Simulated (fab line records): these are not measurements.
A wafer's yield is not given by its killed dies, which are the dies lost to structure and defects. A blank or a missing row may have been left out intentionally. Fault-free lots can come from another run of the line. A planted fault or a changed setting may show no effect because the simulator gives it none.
fab line records | flow nand_harc | part 2 of 2: steps 44 to 44 of 44
record: lots: 6 | wafers: 18 | last_day: 33
route steps=1302 shown P_GATE@118 END@1302
lots that met no fault: from a run of the same line without faults
start_h: start of the lot's first displayed wafer, in hours after the record's first day | wait_h: how many hours have passed since the lot's step before this one | " repeats the value in the row above | L1.1+2: one row covering several wafers at once | - no value, or no start given | * or withheld: withheld | < > ~ a bound
route shown NAME@n: a module of which the file shows steps, and the number in the route of the first | usual: mean and standard deviation over wafers with no fault | same: alike in all rows | chamber/n: place in a boat | sites: readings site by site | _std_site: how widely they spread, as a standard deviation | _edge_site: outer sites' mean less inner sites' | radius_mm: for every site, how far away it sits from the centre of the wafer | mask NAME#n: copy n | behind: tool/chamber where the wafer was last shaped | hold: why the lot was held/for how many hours/how that ended | device: names the non-switching transistor (n, p or np) | end of line: the tests these same wafers got at the end of their route | a step given without rows: its recipe and nothing more | killed: count of dies lost to structure and defects at first sort (not the wafer's yield) | map: a wafer's dies, marking killed ones x, the rest . and places with no die _
set.NAME: the setting that was run; set.NAME@STEP: the one run at that earlier step | model.NAME: the simulator's own value behind a step, which no gauge read
lots at selected steps of the route; one table per step, one row per wafer
services: the hour from which a tool's chamber was out of use, counted from the record's first day as start_h (under 0 if before that day), plus the number of hours and why
== steps ==
step: NHARC_END_SORT_01
recipe: temp_c: 25
usual: killed_at_array: 52/19 | killed_at_other: 0.8/1 | killed_at_periphery: 3.7/2.5 | killed_dies: 56/19 | killed_open: 3.5/2 | killed_short: 2.2/1.4
same: gross_dies: 677
lot.wafer | tool      | chamber | start_h | wait_h | killed_at_array | killed_at_other | killed_at_periphery | killed_dies | killed_open | killed_short
L806.1    | prober-01 | 0       | 664.65  | 2.5    | 64              | 0               | 5                   | 69          | 4           | 2
L806.3    | prober-01 | 0       | 666.25  | 3.1    | 61              | 1               | 0                   | 62          | 3           | 3
L806.4    | prober-01 | 0       | 667.04  | 3.4    | 68              | 1               | 3                   | 72          | 3           | 0
L808.1    | prober-02 | 0       | 691.62  | 2.5    | 76              | 2               | 5                   | 83          | 7           | 3
L808.2    | prober-02 | 0       | 692.41  | 2.8    | 85              | 1               | 3                   | 89          | 2           | 2
L808.5    | prober-02 | 0       | 694.80  | 3.7    | 81              | 0               | 5                   | 86          | 2           | 1
L811.1    | prober-02 | 0       | 704.61  | 2.5    | 65              | 1               | 40                  | 106         | 4           | 4
L811.3    | prober-02 | 0       | 706.22  | 3.1    | 76              | 2               | 41                  | 119         | 7           | 2
L811.6    | prober-02 | 0       | 708.62  | 4.0    | 66              | 2               | 48                  | 116         | 4           | 1
L810.1    | prober-01 | 0       | 704.64  | 2.5    | 41              | 1               | 50                  | 92          | 2           | 4
L810.3    | prober-01 | 0       | 706.24  | 3.1    | 45              | 0               | 40                  | 85          | 6           | 2
L810.6    | prober-01 | 0       | 708.63  | 4.0    | 53              | 1               | 43                  | 97          | 7           | 2
L812.1    | prober-01 | 0       | 724.72  | 2.5    | 42              | 1               | 3                   | 46          | 3           | 1
L812.2    | prober-01 | 0       | 725.52  | 2.8    | 23              | 1               | 5                   | 29          | 4           | 0
L812.5    | prober-01 | 0       | 727.90  | 3.7    | 51              | 3               | 12                  | 66          | 9           | 2
L817.1    | prober-02 | 0       | 778.30  | 2.5    | 56              | 1               | 2                   | 59          | 5           | 4
L817.3    | prober-02 | 0       | 779.91  | 3.1    | 53              | 2               | 5                   | 60          | 7           | 1
L817.5    | prober-02 | 0       | 781.52  | 3.7    | 60              | 0               | 8                   | 68          | 4           | 2
killed by level:class
L806.1 A_CHANNEL_HOLE_D1:chamber_film_flake=31 A_CHANNEL_HOLE_D2:chamber_film_flake=16 A_CHANNEL_FILL_D2:chamber_film_flake=4 A_STAIRCASE:chamber_film_flake=4 A_M0:geometric_particle:open=3 A_CHANNEL_FILL_D1:chamber_film_flake=3 P_M2:chamber_film_flake=2 P_M2:geometric_particle:open=1
L806.3 A_CHANNEL_HOLE_D1:chamber_film_flake=28 A_CHANNEL_HOLE_D2:chamber_film_flake=18 A_DECK1_JOINT:chamber_film_flake=3 A_SLIT:chamber_film_flake=2 A_STAIRCASE:chamber_film_flake=2 A_SOURCE_PLATE:geometric_particle:open=1 A_DECK1_JOINT:geometric_particle:short=1 A_SGD_CUT:geometric_particle:short=1
L806.4 A_CHANNEL_HOLE_D1:chamber_film_flake=28 A_CHANNEL_HOLE_D2:chamber_film_flake=27 A_ZERO_WELL:chamber_film_flake=3 P_M2:chamber_film_flake=2 A_SLIT:chamber_film_flake=2 A_M1:chamber_film_flake=2 A_DECK1_JOINT:geometric_particle:open=1 A_ONON_D2:geometric_particle:open=1
L808.1 A_SLIT:chamber_film_flake=31 A_CHANNEL_HOLE_D2:chamber_film_flake=16 A_CHANNEL_HOLE_D1:chamber_film_flake=11 A_STAIRCASE:chamber_film_flake=4 A_CONTACT:chamber_film_flake=3 A_CHANNEL_FILL_D1:geometric_particle:short=2 A_CHANNEL_FILL_D1:geometric_particle:open=2 P_GATE:chamber_film_flake=2
L808.2 A_CHANNEL_HOLE_D1:chamber_film_flake=33 A_SLIT:chamber_film_flake=25 A_CHANNEL_HOLE_D2:chamber_film_flake=15 A_STAIRCASE:chamber_film_flake=7 P_M2:geometric_particle:short=1 A_ONON_D2:geometric_particle:open=1 A_WL_FILL:geometric_particle:open=1 A_M0:geometric_particle:short=1
L808.5 A_SLIT:chamber_film_flake=39 A_CHANNEL_HOLE_D1:chamber_film_flake=16 A_CHANNEL_HOLE_D2:chamber_film_flake=12 A_STAIRCASE:chamber_film_flake=9 P_ZERO_WELL:chamber_film_flake=3 A_WL_FILL:chamber_film_flake=2 P_M1:geometric_particle:open=1 A_CHANNEL_FILL_D2:geometric_particle:open=1
L811.1 P_GATE:unspecified=36 A_CHANNEL_HOLE_D2:chamber_film_flake=24 A_CHANNEL_HOLE_D1:chamber_film_flake=16 A_SLIT:chamber_film_flake=8 A_STAIRCASE:chamber_film_flake=6 P_GATE:chamber_film_flake=2 A_CONTACT:chamber_film_flake=2 A_SOURCE_PLATE:geometric_particle:open=1
L810.1 P_GATE:unspecified=45 A_CHANNEL_HOLE_D1:chamber_film_flake=30 A_CONTACT:chamber_film_flake=4 P_CONTACT:geometric_particle:short=2 A_DECK1_JOINT:chamber_film_flake=2 A_SLIT:chamber_film_flake=2 P_STI:geometric_particle:short=1 A_ONON_D2:geometric_particle:open=1
L811.3 P_GATE:unspecified=38 A_CHANNEL_HOLE_D1:chamber_film_flake=32 A_CHANNEL_HOLE_D2:chamber_film_flake=22 A_STAIRCASE:chamber_film_flake=7 A_CONTACT:chamber_film_flake=5 A_BONDPAD:chamber_film_flake=2 P_M0:geometric_particle:open=1 P_M0:geometric_particle:short=1
L810.3 P_GATE:unspecified=37 A_CHANNEL_HOLE_D1:chamber_film_flake=23 A_CONTACT:chamber_film_flake=6 A_STAIRCASE:chamber_film_flake=4 A_SLIT:chamber_film_flake=2 A_DECK1_JOINT:chamber_film_flake=2 P_GATE:geometric_particle:open=1 P_CONTACT:geometric_particle:open=1
L811.6 P_GATE:unspecified=43 A_CHANNEL_HOLE_D1:chamber_film_flake=34 A_CHANNEL_HOLE_D2:chamber_film_flake=17 A_STAIRCASE:chamber_film_flake=7 P_GATE:chamber_film_flake=2 A_CONTACT:chamber_film_flake=2 THIN_TSV:chamber_film_flake=2 P_CONTACT:geometric_particle:open=1
L810.6 P_GATE:unspecified=37 A_CHANNEL_HOLE_D1:chamber_film_flake=31 A_CONTACT:chamber_film_flake=5 P_BONDPAD:chamber_film_flake=4 A_CHANNEL_FILL_D2:geometric_particle:open=3 A_STAIRCASE:chamber_film_flake=3 A_SLIT:chamber_film_flake=3 A_ONON_D2:geometric_particle:open=2
L812.1 A_CHANNEL_HOLE_D1:chamber_film_flake=24 A_SLIT:chamber_film_flake=5 A_CONTACT:chamber_film_flake=5 P_STI:chamber_film_flake=2 A_WL_FILL:geometric_particle:open=2 A_CHANNEL_FILL_D2:geometric_particle:short=1 A_CONTACT:geometric_particle:open=1 P_CONTACT:chamber_film_flake=1
L812.2 A_CHANNEL_HOLE_D1:chamber_film_flake=11 P_STI:chamber_film_flake=3 A_SLIT:chamber_film_flake=3 A_CHANNEL_FILL_D2:chamber_film_flake=2 P_CONTACT:geometric_particle:open=1 A_DECK1_JOINT:geometric_particle:open=1 A_WL_FILL:geometric_particle:open=1 A_M0:geometric_particle:open=1
L812.5 A_CHANNEL_HOLE_D1:chamber_film_flake=31 P_STI:chamber_film_flake=5 A_CONTACT:chamber_film_flake=4 A_SLIT:chamber_film_flake=3 P_CONTACT:geometric_particle:open=2 A_ONON_D1:geometric_particle:open=2 P_CONTACT:chamber_film_flake=2 A_CHANNEL_HOLE_D2:chamber_film_flake=2
L817.1 A_SLIT:chamber_film_flake=30 A_STAIRCASE:chamber_film_flake=6 A_CHANNEL_HOLE_D1:chamber_film_flake=5 A_CHANNEL_HOLE_D1:unspecified=3 A_ONON_D1:geometric_particle:open=2 A_WL_FILL:geometric_particle:short=2 A_CHANNEL_FILL_D1:chamber_film_flake=2 P_M0:geometric_particle:short=1
L817.3 A_SLIT:chamber_film_flake=34 A_STAIRCASE:chamber_film_flake=5 A_CHANNEL_HOLE_D1:chamber_film_flake=3 A_CONTACT:chamber_film_flake=3 P_GATE:geometric_particle:open=2 THIN_TSV:chamber_film_flake=2 P_STI:geometric_particle:open=1 P_CONTACT:geometric_particle:open=1
L817.5 A_SLIT:chamber_film_flake=39 A_CHANNEL_HOLE_D1:chamber_film_flake=7 A_CONTACT:chamber_film_flake=7 P_CONTACT:geometric_particle:open=3 P_STI:chamber_film_flake=3 A_CHANNEL_FILL_D1:chamber_film_flake=3 P_CONTACT:geometric_particle:short=1 A_M0:geometric_particle:open=1
map L810.6 (x killed, . not)
____________.____________
_________.xxx..._________
_______.xx.....x.._______
______xxxx.x.......______
_____.xxx.x........x_____
____.xxxx........x.xx____
____.xx.x.x.x......xx____
___..xxxxx.........xxx___
___..x.xx.x.......xxxx___
__.x....xx........xxxxx__
__.............x..xxxxx__
_.....x.............xxxx_
_...................xxxx_
_..................xxxx._
_....x..........x...x..x_
_......................._
.................x.......
..x.......x..............
.....x...................
....................x....
..............x..........
_.....................x._
_..........x............_
_........x.............._
_......................._
_......................._
__..x..................__
__..........x..........__
___...................___
___.............x.....___
____...........x.....____
____.................____
_____..x.x.........._____
______...x..x.....x______
_______.....x....._______
_________.x....._________
____________.____________
map L811.3 (x killed, . not)
____________.____________
_________x......_________
_______xx.x......._______
______xx.x.x.......______
_____x.xxx.........x_____
____.x.xxx........xxx____
____.xxx..x........xx____
___..xxxxxx.....x.xxxx___
___..xx.xx........xxxx___
__....xxxx........xxxxx__
__.x..............xxxxx__
_..................xxxxx_
_...................xxxx_
_.........x.........xxxx_
_.....................x._
_....................x.._
................x......x.
.............x...........
x.....................x..
.........................
..x.............x........
_...x.........x........._
_..............x..x....._
_......................._
_..................x.x.._
_...............x......._
__.....................__
__.............x.......__
___........x..xxx.....___
___..........xxx......___
____....x..xxxxx...x.____
____.........x....x..____
_____.x.....x.xx...._____
______....x..xx....______
_______x....x....._______
_________...xxx._________
____________.____________
== services ==
tool          | chamber | start_h | hours | kind
rie_diel-13   | -       | 165.00  | 9.0   | pm
rie_diel-13   | 0       | 165.00  | 9.0   | vent_cycle
rie_diel-13   | 1       | 165.00  | 9.0   | vent_cycle
rie_diel-13   | 2       | 165.00  | 9.0   | vent_cycle
rie_diel-13   | 3       | 165.00  | 9.0   | vent_cycle
rie_diel-02   | -       | 166.78  | 1.2   | repair
rie_diel-02   | 0       | 171.20  | -     | clean
rie_diel-02   | 1       | 171.20  | -     | clean
rie_diel-03   | 2       | 173.13  | 9.6   | repair
ald_sin-03    | -       | 174.46  | 10.0  | pm
ald_sin-03    | 3       | 203.08  | 2.7   | repair
rie_diel-13   | 3       | 203.33  | 7.7   | repair
rie_diel-02   | -       | 205.43  | 1.9   | repair
lpcvd_poly-02 | -       | 206.87  | 26.0  | pm
rie_diel-03   | 2       | 212.08  | 4.4   | repair
rie_diel-02   | -       | 216.70  | 9.0   | pm
ald_sin-01    | -       | 222.32  | 10.0  | pm
ald_sin-03    | 2       | 228.97  | 5.4   | repair
rie_diel-03   | 1       | 256.33  | 16.6  | repair
rie_diel-03   | -       | 281.30  | 9.0   | pm
rie_diel-13   | -       | 284.62  | 0.1   | repair
ald_sin-03    | -       | 298.52  | 0.4   | repair
ald_sin-02    | -       | 305.47  | 10.0  | pm
rie_diel-02   | -       | 308.85  | 0.6   | repair
== key ==
first_sign: step: NHARC_P_GATE_INSPECT_28 | reading: raw_defect_count | direction: up | sigmas: 95 | usual: 6 | struck: 296
effect: step: NHARC_P_GATE_INSPECT_68 | reading: raw_defect_count | direction: up | sigmas: 4.7 | usual: 195 | struck: 538
effect: step: NHARC_END_SORT_01 | reading: killed_at_periphery | direction: up | sigmas: 16 | usual: 3.7 | struck: 43.7
more_kills_born_at: NHARC_P_GATE_CVD_17@lpcvd_poly-01: 236
met_at NHARC_P_GATE_CVD_17
struck_wafers L810.1,L810.3,L810.6,L811.1,L811.3,L811.6
tester_left_out L810,L811
onset_between 208.05 238.51
fault: kind: chamber_particle_source | tool: lpcvd_poly-01 | chamber: - | onset_h: 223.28 | steps: NHARC_P_GATE_CVD_17 | rate_per_visit_cm2: 0.44062 | end_h: 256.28
tester_left_out: of these lots the tester's yield and bins aren't shown, on N5 and GAA mostly nor the transistor test; their killed dies are dies lost to structure and defects alone, not to doping, threshold or leakage, so they don't give the yield
